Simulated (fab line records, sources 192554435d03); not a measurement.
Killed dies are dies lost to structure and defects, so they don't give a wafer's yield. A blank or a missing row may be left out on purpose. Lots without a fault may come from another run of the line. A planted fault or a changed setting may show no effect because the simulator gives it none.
Split-lot experiment | flow n5_finfet | 7 lots, 21 wafers read, on a route of 1938 steps

THE SPLIT
At N5_BEOL_M4_EXPOSE_25 (exposes mask V3, defocus 5 nm), the setting dose_mj was moved away from the recipe's 63 on 8 of the 21 wafers read, by -5.3% to +5.5%. The other wafers ran this setting at the recipe's value.

FROM THE SPLIT TO THE READING: what the file shows between them, 2 steps
- N5_BEOL_M4_PEB_26: peb time 60 s
- N5_BEOL_M4_DEVELOP_27: develop time 30 s

THE READING
cd_nm, in nm, at N5_BEOL_M4_CD_MEAS_28 (target cd 26.2 nm, target cd y 24.1 nm). Fault-free wafers of this fab line usually give 26.18 nm, standard deviation 0.22 nm.

wafer  | tool, chamber at the split | dose_mj as run | against the recipe | cd_nm, nm | against lot-mates on the recipe
L079.2 | euv_scanner-02, 0          | 66.46          | +5.5%              | 27.06     | +0.89
L079.5 | euv_scanner-02, 0          | 63             | recipe             | 26.17     | -
L079.6 | euv_scanner-02, 0          | 66.46          | +5.5%              | 27.54     | +1.37
L080.1 | euv_scanner-02, 0          | 63             | recipe             | 26.03     | -
L080.5 | euv_scanner-02, 0          | 63             | recipe             | 25.89     | -
L080.6 | euv_scanner-02, 0          | 63             | recipe             | 26.09     | -
L083.1 | euv_scanner-02, 0          | 59.69          | -5.3%              | 25.38     | -0.96
L083.2 | euv_scanner-02, 0          | 59.69          | -5.3%              | 25.27     | -1.07
L083.4 | euv_scanner-02, 0          | 63             | recipe             | 26.34     | -
L088.2 | euv_scanner-01, 0          | 60.3           | -4.3%              | 25.27     | -1.00
L088.3 | euv_scanner-01, 0          | 63             | recipe             | 26.17     | -
L088.5 | euv_scanner-01, 0          | 63             | recipe             | 26.38     | -
L092.2 | euv_scanner-02, 0          | 63             | recipe             | 26.11     | -
L092.5 | euv_scanner-02, 0          | 63             | recipe             | 26.30     | -
L092.6 | euv_scanner-02, 0          | 63             | recipe             | 26.46     | -
L095.1 | euv_scanner-02, 0          | 61.02          | -3.1%              | 25.85     | -0.79
L095.3 | euv_scanner-02, 0          | 61.02          | -3.1%              | 25.70     | -0.94
L095.6 | euv_scanner-02, 0          | 63             | recipe             | 26.64     | -
L097.2 | euv_scanner-01, 0          | 63             | recipe             | 26.00     | -
L097.3 | euv_scanner-01, 0          | 64.97          | +3.1%              | 26.54     | +0.53
L097.6 | euv_scanner-01, 0          | 63             | recipe             | 26.02     | -

THE FIT
A straight line over all 21 wafers: cd_nm changes by +0.178 nm for each +1% of dose_mj; r = +0.93; the points scatter about the line by 0.21 nm.
The same after taking each lot's own level away (the mean of its wafers on the recipe; 21 wafers): +0.21 nm for each +1%; r = +0.98; scatter 0.14 nm.
On that fit, the largest move of dose_mj shifts the reading by 1.2 nm.
The lots' own levels span 26.003 to 26.640 nm, that is 2.9 times the standard deviation above.
So the lot-to-lot level changes the slope: the two fits differ.
Check: with one of the wafers moved furthest among these (+5.5%) left out of the fit, the line predicts +1.21 nm for it against its lot-mates. It came out at +0.89 nm against them.

OTHER SPLITS ON THESE WAFERS
These wafers also went through other splits before the reading. Each is held against what the fit with the lots' levels taken away leaves over:
other split on the same wafers   | wafers away from the commonest value | r with cd_nm (lot level and that fit taken away)
N5_BEOL_M2_TRENCH_ETCH_37 time_s | 5                                    | -0.01

THE FILE'S OWN FIT
cd_nm changes by +0.212 nm for each +1% of dose_mj, r = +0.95.
